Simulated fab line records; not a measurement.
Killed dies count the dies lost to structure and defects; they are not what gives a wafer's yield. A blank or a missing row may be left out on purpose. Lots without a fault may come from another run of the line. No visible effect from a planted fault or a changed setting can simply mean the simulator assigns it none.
Chamber matching / flow n5Finfet / cvdCo-02 running N5_BEOL_M0_PRE_CLEAN_131: 3 sister chambers
The step time 15 s. 6 wafers are shown with their chamber, then 10 later ones without.

WAFERS, EACH WITH ITS CHAMBER
wafer=L083.5; chamber=1; heaterPowerW (W)=95
wafer=L086.1; chamber=0; heaterPowerW (W)=63
wafer=L086.2; chamber=1; heaterPowerW (W)=95
wafer=L086.3; chamber=2; heaterPowerW (W)=103
wafer=L088.1; chamber=0; heaterPowerW (W)=64
wafer=L088.4; chamber=2; heaterPowerW (W)=104

WAFERS WHOSE CHAMBER IS MISSING
wafer=L088.6; heaterPowerW (W)=93
wafer=L087.1; heaterPowerW (W)=65
wafer=L087.2; heaterPowerW (W)=95
wafer=L087.6; heaterPowerW (W)=66
wafer=L091.2; heaterPowerW (W)=92
wafer=L091.4; heaterPowerW (W)=66
wafer=L091.6; heaterPowerW (W)=101
wafer=L097.2; heaterPowerW (W)=64
wafer=L097.3; heaterPowerW (W)=96
wafer=L097.4; heaterPowerW (W)=94

WHICH CHAMBER EACH ONE RAN IN
wafer=L088.6; from the rows above=1; in truth=1
wafer=L087.1; from the rows above=0; in truth=0
wafer=L087.2; from the rows above=1; in truth=1
wafer=L087.6; from the rows above=0; in truth=0
wafer=L091.2; from the rows above=1; in truth=1
wafer=L091.4; from the rows above=0; in truth=0
wafer=L091.6; from the rows above=2; in truth=2
wafer=L097.2; from the rows above=0; in truth=0
wafer=L097.3; from the rows above=1; in truth=1
wafer=L097.4; from the rows above=1; in truth=1
Correct placement for 10 of the 10. Can't be placed from these rows: 0. Placed wrongly: 0.
How it was worked out, from the rows above alone: a wafer's distance from a chamber is the root of the sum, over the readings, of the square of ((its reading less the chamber's mean) divided by the reading's scatter). The wafer belongs to the nearest chamber; if the next one is less than 2 further off, it can't be placed. The mean given for a chamber averages the wafers shown for that chamber. How the scatter is found: for the shown wafers, subtract from each reading the mean of its chamber, square and add these, divide the total by (wafers less chambers), then take the root.
